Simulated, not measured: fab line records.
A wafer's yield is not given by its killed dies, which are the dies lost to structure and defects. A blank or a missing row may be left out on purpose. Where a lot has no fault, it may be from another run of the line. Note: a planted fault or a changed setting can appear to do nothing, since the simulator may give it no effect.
Which tool did it? || flow nand_harc || 12 lots (36 wafers sampled), 1 step of a 1302-step route

WHAT THE GAUGES READ, wafer by wafer
NHARC_P_CONTACT_INSPECT_27.
{"lot": "L075", "measured": "day 6 08:10", "on": "defect_inspect-02", "raw_defect_count": "221 230 304"}
{"lot": "L077", "measured": "day 7 09:34", "on": "defect_inspect-02", "raw_defect_count": "261 233 235"}
{"lot": "L079", "measured": "day 8 01:44", "on": "defect_inspect-02", "raw_defect_count": "360 332 220"}
{"lot": "L081", "measured": "day 9 03:21", "on": "defect_inspect-01", "raw_defect_count": "227 183 451"}
{"lot": "L083", "measured": "day 9 18:11", "on": "defect_inspect-01", "raw_defect_count": "235 231 207"}
{"lot": "L085", "measured": "day 10 18:13", "on": "defect_inspect-01", "raw_defect_count": "323 282 314"}
{"lot": "L087", "measured": "day 11 13:33", "on": "defect_inspect-02", "raw_defect_count": "571 433 279"}
{"lot": "L088", "measured": "day 12 04:32", "on": "defect_inspect-02", "raw_defect_count": "365 412 465"}
{"lot": "L091", "measured": "day 13 01:11", "on": "defect_inspect-02", "raw_defect_count": "243 370 298"}
{"lot": "L093", "measured": "day 14 02:59", "on": "defect_inspect-02", "raw_defect_count": "377 250 290"}
{"lot": "L095", "measured": "day 14 15:58", "on": "defect_inspect-02", "raw_defect_count": "585 468 130"}
{"lot": "L097", "measured": "day 15 23:19", "on": "defect_inspect-02", "raw_defect_count": "536 329 231"}

WHICH TOOL RAN EACH LOT (tool, then ch and the chambers of the sampled wafers, then the start)
Record: no process step prior to these readings.

THE ANSWER, worked out from the rows above alone
Rule: usual is defined by the lots themselves. The widest of any qualifying gaps counts: lots, ordered by their means at a reading, are off when they make up no more than a third of the lots, leave a main group of 4 or more, and stand apart from it by 3 or more times the standard deviation of that group's means. A main group is skipped when, at the precision printed for the reading in the tables above, its means are all equal. Also off: a lot with no number at a reading for which 4 or more lots have one. The other lots that the step has rows for count as sound.
None of the lots is off at any reading shown; this tells nothing.

WHAT THE SIMULATOR HAD INSERTED
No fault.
